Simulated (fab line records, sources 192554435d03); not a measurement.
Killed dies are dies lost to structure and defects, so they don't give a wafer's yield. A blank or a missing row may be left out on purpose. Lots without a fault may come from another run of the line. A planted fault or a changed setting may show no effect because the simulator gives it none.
Split-lot experiment | flow n5_finfet | 7 lots, 39 wafers read, on a route of 1938 steps

THE SPLIT
At N5_HKMG_FIN_DEVELOP_11 (develop time 30 s), the setting develop_time_s was moved away from the recipe's 30 s on 18 of the 39 wafers read, by -59.0% to +26.6%. The other wafers ran this setting at the recipe's value.

The file shows no step between the split and the reading.

THE READING
cd_nm, in nm, at N5_HKMG_FIN_CD_MEAS_12 (target cd 92.8 nm). Fault-free wafers of this fab line usually give 92.7 nm, standard deviation 0.53 nm.

wafer  | tool, chamber at the split | develop_time_s as run, s | against the recipe | cd_nm, nm | against lot-mates on the recipe
L075.1 | litho_track-02, 0          | 30                       | recipe             | 91.6      | -
L075.2 | litho_track-02, 0          | 30                       | recipe             | 92.2      | -
L075.4 | litho_track-02, 0          | 30                       | recipe             | 91.8      | -
L080.1 | litho_track-02, 0          | 37.3                     | +24.3%             | 94.1      | +1.3
L080.2 | litho_track-02, 0          | 37.3                     | +24.3%             | 93.4      | +0.6
L080.3 | litho_track-02, 0          | 37.3                     | +24.3%             | 93.6      | +0.8
L080.4 | litho_track-02, 0          | 30                       | recipe             | 92.3      | -
L080.5 | litho_track-02, 0          | 30                       | recipe             | 92.8      | -
L080.6 | litho_track-02, 0          | 30                       | recipe             | 93.2      | -
L087.1 | litho_track-01, 0          | 25.37                    | -15.4%             | 92.3      | -0.4
L087.2 | litho_track-01, 0          | 30                       | recipe             | 92.4      | -
L087.3 | litho_track-01, 0          | 25.37                    | -15.4%             | 92.6      | -0.1
L087.4 | litho_track-01, 0          | 30                       | recipe             | 93.1      | -
L087.5 | litho_track-01, 0          | 25.37                    | -15.4%             | 92.2      | -0.5
L087.6 | litho_track-01, 0          | 30                       | recipe             | 92.7      | -
L088.1 | litho_track-05, 0          | 30                       | recipe             | 92.4      | -
L088.2 | litho_track-05, 0          | 30                       | recipe             | 92.1      | -
L088.3 | litho_track-05, 0          | 25.33                    | -15.6%             | 91.7      | -0.6
L088.4 | litho_track-05, 0          | 25.33                    | -15.6%             | 91.4      | -0.9
L088.5 | litho_track-05, 0          | 25.33                    | -15.6%             | 91.9      | -0.4
L088.6 | litho_track-05, 0          | 30                       | recipe             | 92.4      | -
L089.1 | litho_track-01, 0          | 30                       | recipe             | 92.9      | -
L089.2 | litho_track-01, 0          | 16.38                    | -45.4%             | 89.5      | -3.7
L089.3 | litho_track-01, 0          | 30                       | recipe             | 93.3      | -
L089.4 | litho_track-01, 0          | 16.38                    | -45.4%             | 89.7      | -3.5
L089.5 | litho_track-01, 0          | 16.38                    | -45.4%             | 89.9      | -3.3
L089.6 | litho_track-01, 0          | 30                       | recipe             | 93.3      | -
L090.1 | litho_track-02, 0          | 12.31                    | -59.0%             | 87.9      | -4.3
L090.2 | litho_track-02, 0          | 30                       | recipe             | 92.2      | -
L090.3 | litho_track-02, 0          | 30                       | recipe             | 92.0      | -
L090.4 | litho_track-02, 0          | 12.31                    | -59.0%             | 87.8      | -4.4
L090.5 | litho_track-02, 0          | 30                       | recipe             | 92.3      | -
L090.6 | litho_track-02, 0          | 12.31                    | -59.0%             | 87.7      | -4.5
L093.1 | litho_track-05, 0          | 37.97                    | +26.6%             | 93.6      | +1.0
L093.2 | litho_track-05, 0          | 30                       | recipe             | 92.8      | -
L093.3 | litho_track-05, 0          | 37.97                    | +26.6%             | 94.1      | +1.5
L093.4 | litho_track-05, 0          | 37.97                    | +26.6%             | 93.8      | +1.2
L093.5 | litho_track-05, 0          | 30                       | recipe             | 92.8      | -
L093.6 | litho_track-05, 0          | 30                       | recipe             | 92.3      | -

THE FIT
A straight line over all 39 wafers: cd_nm changes by +0.0659 nm for each +1% of develop_time_s; r = +0.94; the points scatter about the line by 0.54 nm.
The same after taking each lot's own level away (the mean of its wafers on the recipe; 39 wafers): +0.0652 nm for each +1%; r = +0.96; scatter 0.43 nm.
On that fit, the largest move of develop_time_s shifts the reading by 3.8 nm.
The lots' own levels span 91.87 to 93.17 nm, that is 2.5 times the standard deviation above.
So the lot-to-lot level changes the slope little: the two slopes agree.
Check: with one of the wafers moved furthest among these (-59.0%) left out of the fit, the line predicts -3.87 nm for it against its lot-mates. It came out at -4.27 nm against them.

OTHER SPLITS ON THESE WAFERS
These wafers also went through other splits before the reading. Each is held against what the fit with the lots' levels taken away leaves over:
other split on the same wafers        | wafers away from the commonest value | r with cd_nm (lot level and that fit taken away)
N5_SD_EPI_N_DEVELOP_08 develop_time_s | 18                                   | -0.02

THE FILE'S OWN FIT
cd_nm changes by +0.0659 nm for each +1% of develop_time_s, r = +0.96.
